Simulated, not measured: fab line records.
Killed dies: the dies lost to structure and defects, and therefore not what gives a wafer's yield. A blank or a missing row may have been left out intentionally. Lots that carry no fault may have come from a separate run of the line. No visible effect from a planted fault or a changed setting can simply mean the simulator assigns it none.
fab line records | flow nand_harc
[record] lots = 12 | wafers = 36 | last_day = 24
route steps=1159 shown P_START@1 P_ZERO_WELL@18 P_STI@73 P_GATE@155 END@1159
lots that met no fault: from a run of the same line without faults
start_h: the number of hours between the record's first day and the start of the first shown wafer of the lot | wait_h: hours since the lot's step before | " repeats the value in the row above | L1.1+2: several wafers, shown together as one row | - value missing, or start not given | * or withheld: withheld | < > ~ a bound
route shown NAME@n: a module of which the file shows steps, and the number in the route of the first | usual: mean and standard deviation over wafers with no fault | same: alike in all rows | chamber/n: place in a boat | sites: each site's reading | _std_site: how widely they spread, as a standard deviation | _edge_site: mean of outer sites minus mean of inner sites | radius_mm: for every site, how far away it sits from the centre of the wafer | mask NAME#n: copy n | behind: the most recent tool/chamber to have shaped the wafer | hold: what put the lot on hold/how long, in hours/how the hold closed | device: whichever transistor did not switch (one of n, p or np) | end of line: the route-end tests of the same wafers | a step without rows: its recipe alone | killed: count of dies lost to structure and defects at first sort (not the wafer's yield) | map: the dies of a wafer, with x for killed, . for not killed, _ for no die there
set.NAME: the setting the step ran with; set.NAME@STEP: the setting that earlier step ran with | model.NAME: the simulator's own value behind a step, which no gauge read
steps of the route over a sample of lots; a table a step, a row a wafer
services: a tool's chamber out of use, with start hour (start_h, from the record's first day; less than 0 if before it), hours out, and reason
[[steps]]
[step NHARC_P_START_INSPECT_01]
[usual] raw_defect_count = 3.2/1.6
lot.wafer | tool              | chamber | start_h | wait_h | raw_defect_count
L517.2    | defect_inspect-01 | -       | 12.04   | -      | 2
L517.5    | "                 | -       | "       | "      | 2
L517.6    | "                 | -       | "       | "      | 0
L518.3    | defect_inspect-01 | -       | 18.04   | -      | 3
L518.4    | "                 | -       | "       | "      | 5
L518.5    | "                 | -       | "       | "      | 5
L521.1    | defect_inspect-01 | -       | 36.04   | -      | 3
L521.2    | "                 | -       | "       | "      | 0
L521.3    | "                 | -       | "       | "      | 6
L523.3    | defect_inspect-02 | -       | 48.04   | -      | 4
L523.4    | "                 | -       | "       | "      | 3
L523.5    | "                 | -       | "       | "      | 6
L524.1    | defect_inspect-01 | -       | 54.04   | -      | 5
L524.4    | "                 | -       | "       | "      | 2
L524.5    | "                 | -       | "       | "      | 3
L525.2    | defect_inspect-01 | -       | 60.04   | -      | 2
L525.3    | "                 | -       | "       | "      | 3
L525.4    | "                 | -       | "       | "      | 5
L527.2    | defect_inspect-01 | -       | 72.04   | -      | 3
L527.4    | "                 | -       | "       | "      | 6
L527.5    | "                 | -       | "       | "      | 4
L534.2    | defect_inspect-02 | -       | 114.04  | -      | 1
L534.3    | "                 | -       | "       | "      | 1
L534.5    | "                 | -       | "       | "      | 6
L535.1    | defect_inspect-01 | -       | 120.04  | -      | 3
L535.3    | "                 | -       | "       | "      | 8
L535.6    | "                 | -       | "       | "      | 3
L536.1    | defect_inspect-02 | -       | 126.04  | -      | 5
L536.2    | "                 | -       | "       | "      | 2
L536.6    | "                 | -       | "       | "      | 3
L538.2    | defect_inspect-02 | -       | 138.04  | -      | 5
L538.3    | "                 | -       | "       | "      | 3
L538.6    | "                 | -       | "       | "      | 3
L539.2    | defect_inspect-02 | -       | 144.04  | -      | 6
L539.3    | "                 | -       | "       | "      | 3
L539.4    | "                 | -       | "       | "      | 7
[step NHARC_P_ZERO_WELL_ETCH_62]
[recipe] target_depth_a = 130 | time_s = 6.5 | chf3_flow_sccm = 50 | ar_flow_sccm = 200 | rf_w = 500 | bias_w = 200 | chemistry = CHF3/Ar
[usual] chamber_pressure_mTorr = 25.003/0.023 | drypump_motor_current_A = 5.5/0.62 | oes_product_au = 0.958/0.02 | rf_vpp_V = 371.5/1.6 | showerhead_plenum_p_Torr = 2.38/0.059 | throttle_valve_pct = 20.218/0.0089
lot.wafer | tool        | chamber | start_h | wait_h | chamber_pressure_mTorr | drypump_motor_current_A | oes_product_au | rf_hours_counter_h | rf_vpp_V | showerhead_plenum_p_Torr | throttle_valve_pct
L517.2    | rie_diel-06 | 2       | -       | -      | 24.999                 | 4.7                     | 0.943          | 6                  | 372.9    | 2.43                     | 20.225
L517.5    | "           | 0       | "       | "      | 25.008                 | 6.3                     | 0.986          | -                  | 370.1    | 2.33                     | 20.220
L517.6    | "           | 1       | "       | "      | 25.003                 | 4.9                     | 0.960          | -                  | 370.0    | 2.33                     | 20.220
L518.3    | rie_diel-07 | 2       | -       | -      | 25.034                 | 5.4                     | 0.982          | 10                 | 372.1    | 2.35                     | 20.222
L518.4    | "           | 0       | "       | "      | 25.017                 | 5.5                     | 0.959          | 10                 | 369.8    | 2.29                     | 20.223
L518.5    | "           | 2       | "       | "      | 25.001                 | 5.4                     | 0.978          | -                  | 371.4    | 2.35                     | 20.203
L521.2    | rie_diel-06 | 1       | -       | -      | 25.030                 | 4.8                     | 0.972          | 7                  | 370.1    | 2.33                     | 20.222
L521.1    | "           | 2       | "       | "      | 25.017                 | 4.8                     | 0.952          | 8                  | 372.0    | 2.43                     | 20.214
L521.3    | "           | 0       | "       | "      | 24.997                 | 6.3                     | 0.995          | 8                  | 370.8    | 2.33                     | 20.221
L523.4    | rie_diel-06 | 2       | -       | -      | 25.020                 | 4.7                     | 0.947          | 8                  | 373.7    | 2.43                     | 20.231
L523.3    | "           | 0       | "       | "      | 24.985                 | 6.3                     | 0.984          | 9                  | 371.3    | 2.33                     | 20.211
L523.5    | "           | 2       | "       | "      | 24.984                 | 4.7                     | 0.948          | -                  | 372.4    | 2.43                     | 20.203
L524.4    | rie_diel-06 | 1       | -       | -      | 24.998                 | 4.8                     | 0.975          | 8                  | 370.5    | 2.33                     | 20.207
L524.1    | "           | 3       | "       | "      | 24.990                 | 6.7                     | 0.948          | 8                  | 372.8    | 2.45                     | 20.206
L524.5    | "           | 1       | "       | "      | 24.992                 | 4.9                     | 0.976          | -                  | 369.6    | 2.33                     | 20.210
L525.3    | rie_diel-01 | 0       | -       | -      | 24.938                 | 5.6                     | 0.963          | 6                  | 371.9    | 2.39                     | 20.202
L525.2    | "           | 1       | "       | "      | 25.012                 | 5.4                     | 0.959          | 7                  | 368.3    | 2.28                     | 20.217
L525.4    | "           | 1       | "       | "      | 25.030                 | 5.3                     | 0.961          | -                  | 369.1    | 2.28                     | 20.230
L527.4    | rie_diel-01 | 2       | -       | -      | 25.026                 | 4.9                     | 0.915          | 7                  | 370.9    | 2.39                     | 20.229
L527.2    | "           | 3       | "       | "      | 24.980                 | 6.0                     | 0.960          | 7                  | 371.9    | 2.39                     | 20.209
L527.5    | "           | 1       | "       | "      | 25.001                 | 5.4                     | 0.953          | -                  | 368.4    | 2.28                     | 20.220
L534.2    | rie_diel-07 | 0       | -       | -      | 24.984                 | 5.5                     | 0.946          | 3                  | 368.5    | 2.29                     | 20.217
L534.3    | "           | 2       | "       | "      | 24.988                 | 5.4                     | 0.949          | 4                  | 370.1    | 2.35                     | 20.217
L534.5    | "           | 2       | "       | "      | 25.027                 | 5.4                     | 0.961          | -                  | 369.7    | 2.35                     | 20.210
L535.1    | rie_diel-06 | 0       | -       | -      | 24.982                 | 6.3                     | 0.980          | 4                  | 372.1    | 2.33                     | 20.222
L535.3    | "           | 3       | "       | "      | 25.013                 | 6.7                     | 0.955          | 4                  | 372.7    | 2.45                     | 20.217
L535.6    | "           | 1       | "       | "      | 24.984                 | 4.9                     | 0.982          | -                  | 372.1    | 2.33                     | 20.222
L536.1    | rie_diel-07 | 2       | -       | -      | 25.007                 | 5.4                     | 0.984          | 5                  | 372.7    | 2.35                     | 20.218
L536.2    | "           | 0       | "       | "      | 25.035                 | 5.5                     | 0.958          | 5                  | 370.4    | 2.29                     | 20.237
L536.6    | "           | 1       | "       | "      | 24.986                 | 5.6                     | 0.974          | -                  | 372.1    | 2.46                     | 20.224
L538.3    | rie_diel-06 | 2       | -       | -      | 24.962                 | 4.8                     | 0.941          | 5                  | 371.9    | 2.43                     | 20.215
L538.2    | "           | 0       | "       | "      | 25.027                 | 6.2                     | 0.989          | 5                  | 370.8    | 2.33                     | 20.208
L538.6    | "           | 2       | "       | "      | 25.049                 | 4.7                     | 0.962          | -                  | 372.1    | 2.43                     | 20.207
L539.4    | rie_diel-06 | 2       | -       | -      | 25.036                 | 4.7                     | 0.949          | 5                  | 374.0    | 2.43                     | 20.221
L539.2    | "           | 3       | "       | "      | 24.982                 | 6.7                     | 0.977          | 5                  | 373.3    | 2.45                     | 20.212
L539.3    | "           | 0       | "       | "      | 24.969                 | 6.3                     | 0.970          | 5                  | 371.2    | 2.33                     | 20.217
[step NHARC_P_STI_HM_DEP_30]
[recipe] target_thk_a = 800 | temp_c = 790 | pressure_mtorr = 300 | time_s = 873 | material = Si3N4
[usual] zone_power_bottom_pct = 21.9/0.76
lot.wafer | tool     | chamber | start_h | wait_h | zone_power_bottom_pct
L517.2    | lpcvd-02 | 0       | 32.71   | 3.6    | 20.7
L517.5    | "        | 0       | "       | "      | 20.7
L517.6    | "        | 0       | "       | "      | 21.1
L518.3    | lpcvd-02 | 1       | 36.78   | 3.6    | 23.1
L518.4    | "        | 1       | "       | "      | 22.6
L518.5    | "        | 1       | "       | "      | 22.6
L521.1    | lpcvd-01 | 0       | 57.72   | 3.6    | 21.6
L521.2    | "        | 0       | "       | "      | 21.8
L521.3    | "        | 0       | "       | "      | 21.6
L523.3    | lpcvd-01 | 1       | 67.31   | 3.6    | 21.7
L523.4    | "        | 1       | "       | "      | 21.5
L523.5    | "        | 1       | "       | "      | 21.1
L524.1    | lpcvd-01 | 1       | 72.87   | 3.6    | 21.8
L524.4    | "        | 1       | "       | "      | 21.9
L524.5    | "        | 1       | "       | "      | 21.5
L525.2    | lpcvd-01 | 1       | 80.80   | 3.6    | 21.7
L525.3    | "        | 1       | "       | "      | 21.7
L525.4    | "        | 1       | "       | "      | 21.5
L527.2    | lpcvd-01 | 0       | 93.85   | 3.6    | 21.6
L527.4    | "        | 0       | "       | "      | 21.4
L527.5    | "        | 0       | "       | "      | 22.0
L534.2    | lpcvd-02 | 0       | 130.49  | 3.6    | 20.9
L534.3    | "        | 0       | "       | "      | 20.8
L534.5    | "        | 0       | "       | "      | 20.8
L535.1    | lpcvd-02 | 1       | 141.36  | 3.6    | 22.7
L535.3    | "        | 1       | "       | "      | 23.1
L535.6    | "        | 1       | "       | "      | 22.8
L536.1    | lpcvd-02 | 1       | 141.36  | 3.6    | 22.9
L536.2    | "        | 1       | "       | "      | 23.1
L536.6    | "        | 1       | "       | "      | 22.8
L538.2    | lpcvd-01 | 1       | 157.05  | 3.6    | 21.9
L538.3    | "        | 1       | "       | "      | 21.7
L538.6    | "        | 1       | "       | "      | 21.5
L539.2    | lpcvd-01 | 1       | 163.76  | 3.6    | 21.7
L539.3    | "        | 1       | "       | "      | 21.5
L539.4    | "        | 1       | "       | "      | 21.3
[step NHARC_P_STI_INSPECT_11]
[usual] raw_defect_count = 5.6/3
lot.wafer | tool              | chamber | start_h | wait_h | raw_defect_count
L517.2    | defect_inspect-02 | -       | 36.94   | 0.0    | 7
L517.5    | "                 | -       | "       | "      | 2
L517.6    | "                 | -       | "       | "      | 0
L518.3    | defect_inspect-01 | -       | 40.89   | 0.0    | 6
L518.4    | "                 | -       | "       | "      | 5
L518.5    | "                 | -       | "       | "      | 3
L521.1    | defect_inspect-01 | -       | 61.94   | 0.0    | 3
L521.2    | "                 | -       | "       | "      | 2
L521.3    | "                 | -       | "       | "      | 3
L523.3    | defect_inspect-02 | -       | 71.40   | 0.0    | 13
L523.4    | "                 | -       | "       | "      | 5
L523.5    | "                 | -       | "       | "      | 10
L524.1    | defect_inspect-01 | -       | 76.98   | 0.0    | 3
L524.4    | "                 | -       | "       | "      | 6
L524.5    | "                 | -       | "       | "      | 5
L525.2    | defect_inspect-02 | -       | 85.13   | 0.0    | 5
L525.3    | "                 | -       | "       | "      | 5
L525.4    | "                 | -       | "       | "      | 9
L527.2    | defect_inspect-01 | -       | 97.95   | 0.0    | 5
L527.4    | "                 | -       | "       | "      | 8
L527.5    | "                 | -       | "       | "      | 8
L534.2    | defect_inspect-02 | -       | 134.68  | 0.0    | 20
L534.3    | "                 | -       | "       | "      | 14
L534.5    | "                 | -       | "       | "      | 14
L535.1    | defect_inspect-01 | -       | 145.59  | 0.0    | 5
L535.3    | "                 | -       | "       | "      | 5
L535.6    | "                 | -       | "       | "      | 6
L536.1    | defect_inspect-01 | -       | 145.75  | 0.0    | 0
L536.2    | "                 | -       | "       | "      | 3
L536.6    | "                 | -       | "       | "      | 1
L538.2    | defect_inspect-01 | -       | 161.32  | 0.0    | 4
L538.3    | "                 | -       | "       | "      | 5
L538.6    | "                 | -       | "       | "      | 8
L539.2    | defect_inspect-01 | -       | 168.01  | 0.0    | 10
L539.3    | "                 | -       | "       | "      | 5
L539.4    | "                 | -       | "       | "      | 11
[step NHARC_P_GATE_ALD_36]
[recipe] target_thk_a = 200 | pulse_time_s = 60 | ald_cycles = 223 | temp_c = 400 | material = SiNx
[usual] heater_power_w = 841/75 | precursor_pulse_height_rel = 0.999/0.02
[same] pulse_time_s = 60
lot.wafer | tool       | chamber | start_h | wait_h | heater_power_w | precursor_pulse_height_rel
L517.2    | ald_sin-01 | 0       | 86.99   | -      | 845            | 1.003
L517.6    | "          | 0       | 91.21   | -      | 863            | 0.995
L517.5    | "          | 1       | 92.27   | -      | 941            | 1.006
L518.3    | ald_sin-04 | 1       | 88.21   | -      | 897            | 0.959
L518.4    | "          | 2       | 89.27   | -      | 796            | 0.988
L518.5    | "          | 0       | 91.40   | -      | 936            | 1.015
L521.3    | ald_sin-01 | 2       | 118.08  | -      | 885            | 1.015
L521.2    | "          | 3       | 119.13  | -      | 839            | 1.000
L521.1    | "          | 0       | 120.19  | -      | 880            | 0.997
L523.4    | ald_sin-04 | 2       | 124.12  | -      | 785            | 0.958
L523.3    | "          | 1       | 127.26  | -      | 900            | 1.023
L523.5    | "          | 3       | 129.35  | -      | 795            | 1.013
L524.1    | ald_sin-03 | 3       | 136.36  | -      | 715            | 0.998
L524.4    | "          | 1       | 138.50  | -      | 822            | 0.999
L524.5    | "          | 3       | 140.64  | -      | 709            | 0.967
L525.2    | ald_sin-01 | 1       | 142.11  | -      | 960            | 1.003
L525.4    | "          | 3       | 144.22  | -      | 863            | 0.993
L525.3    | "          | 0       | 145.28  | -      | 856            | 0.987
L527.2    | ald_sin-03 | 3       | 156.33  | -      | 709            | 0.994
L527.4    | "          | 1       | 158.46  | -      | 857            | 1.025
L527.5    | "          | 2       | 159.52  | -      | 822            | 0.960
L534.2    | ald_sin-03 | 2       | 192.00  | -      | 811            | 0.993
L534.3    | "          | 3       | 193.06  | -      | 694            | 0.964
L534.5    | "          | 3       | 197.29  | -      | 704            | 0.997
L536.2    | ald_sin-04 | 1       | 200.82  | -      | 915            | 0.998
L536.1    | "          | 2       | 201.89  | -      | 857            | 0.989
L536.6    | "          | 1       | 205.13  | -      | 894            | 0.991
L535.1    | ald_sin-01 | 0       | 202.42  | -      | 821            | 0.969
L535.3    | "          | 1       | 203.48  | -      | 939            | 1.052
L535.6    | "          | 3       | 205.58  | -      | 829            | 1.018
L538.2    | ald_sin-03 | 3       | 210.97  | -      | 698            | 1.012
L538.3    | "          | 2       | 214.14  | -      | 808            | 0.989
L538.6    | "          | 0       | 216.26  | -      | 801            | 0.977
L539.2    | ald_sin-01 | 2       | 219.39  | -      | 890            | 1.018
L539.3    | "          | 3       | 220.46  | -      | 867            | 1.013
L539.4    | "          | 0       | 221.53  | -      | 840            | 0.994
[step NHARC_END_SORT_01]
[recipe] temp_c = 25
[usual] killed_at_array = 29/11 | killed_at_other = 0.6/0.89 | killed_at_periphery = 3.8/2.8 | killed_dies = 33/12 | killed_open = 3.5/1.9 | killed_short = 1.9/1.3
[same] gross_dies = 677
lot.wafer | tool      | chamber | start_h | wait_h | killed_at_array | killed_at_other | killed_at_periphery | killed_dies | killed_open | killed_short
L534.2    | prober-01 | 0       | 555.77  | 2.8    | 17              | 0               | 8                   | 25          | 2           | 1
L534.3    | prober-01 | 0       | 556.58  | 3.1    | 14              | 0               | 8                   | 22          | 4           | 1
L534.5    | prober-01 | 0       | 558.18  | 3.7    | 20              | 0               | 4                   | 24          | 4           | 2
// killed by level:class
L534.2 P_STI:unspecified=7 A_CONTACT:chamber_film_flake=6 A_CHANNEL_HOLE_D1:chamber_film_flake=4 A_STAIRCASE:chamber_film_flake=2 A_WL_FILL:chamber_film_flake=2 P_CONTACT:geometric_particle:open=1 A_SGD_CUT:geometric_particle:short=1 A_M1:geometric_particle:open=1
L534.3 A_CHANNEL_HOLE_D1:chamber_film_flake=8 P_STI:unspecified=4 P_M0:geometric_particle:open=2 A_CONTACT:chamber_film_flake=2 P_M0:geometric_particle:short=1 A_ONON_D1:geometric_particle:open=1 A_CONTACT:geometric_particle:open=1 P_STI:chamber_film_flake=1
L534.5 A_CHANNEL_HOLE_D1:chamber_film_flake=8 P_STI:unspecified=3 A_STAIRCASE:chamber_film_flake=2 A_ONON_D1:geometric_particle:open=1 A_ONON_D1:geometric_particle:short=1 A_SGD_CUT:geometric_particle:open=1 A_WL_FILL:geometric_particle:short=1 A_CONTACT:geometric_particle:open=1
[[services]]
tool        | chamber | start_h | hours | kind
rie_diel-06 | 0       | -5.73   | -     | clean
ald_sin-04  | -       | 8.08    | 10.0  | pm
rie_diel-01 | -       | 11.58   | 2.0   | repair
ald_sin-01  | 0       | 12.09   | 8.5   | repair
rie_diel-07 | -       | 51.23   | 9.0   | pm
rie_diel-01 | 2       | 61.32   | 12.1  | repair
rie_diel-06 | -       | 64.47   | 9.0   | pm
rie_diel-01 | 1       | 79.99   | 24.8  | repair
rie_diel-06 | 1       | 88.05   | 4.1   | repair
lpcvd-02    | -       | 98.90   | 6.3   | repair
ald_sin-03  | -       | 102.00  | 10.0  | pm
rie_diel-01 | 2       | 106.34  | 5.2   | repair
rie_diel-07 | 1       | 114.16  | 2.4   | repair
rie_diel-01 | 1       | 118.32  | 1.4   | repair
rie_diel-07 | -       | 128.03  | 0.5   | repair
rie_diel-06 | -       | 130.10  | 0.2   | repair
rie_diel-01 | -       | 137.80  | 9.0   | pm
lpcvd-02    | -       | 157.35  | 0.6   | repair
ald_sin-04  | 3       | 162.40  | 12.2  | repair
rie_diel-01 | 2       | 169.09  | 25.7  | repair
rie_diel-01 | -       | 179.47  | 0.5   | repair
ald_sin-04  | -       | 186.08  | 10.0  | pm
rie_diel-07 | 3       | 195.03  | 1.2   | repair
rie_diel-06 | 1       | 208.61  | 9.3   | repair
[[key]]
[first_sign] step = NHARC_P_STI_INSPECT_11 | reading = raw_defect_count | direction = up | sigmas = 3.5 | usual = 5.6 | struck = 16
effect none on later readings
met_at NHARC_P_STI_HM_DEP_30
struck_lots L534
struck_wafers L534.2,L534.3,L534.5
tester_left_out L534
not_acting_at NHARC_P_START_INSPECT_01,NHARC_P_ZERO_WELL_ETCH_62,NHARC_P_GATE_ALD_36
onset_between 32.71 130.49
[fault] kind = chamber_particle_source | tool = lpcvd-02 | chamber = 0 | onset_h = 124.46 | steps = NHARC_P_STI_HM_DEP_30 | rate_per_visit_cm2 = 0.01506 | end_h = 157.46
// tester_left_out: of these lots the tester's yield and bins aren't shown, on N5 and GAA mostly nor the transistor test; their killed dies are dies lost to structure and defects alone, not to doping, threshold or leakage, so they don't give the yield
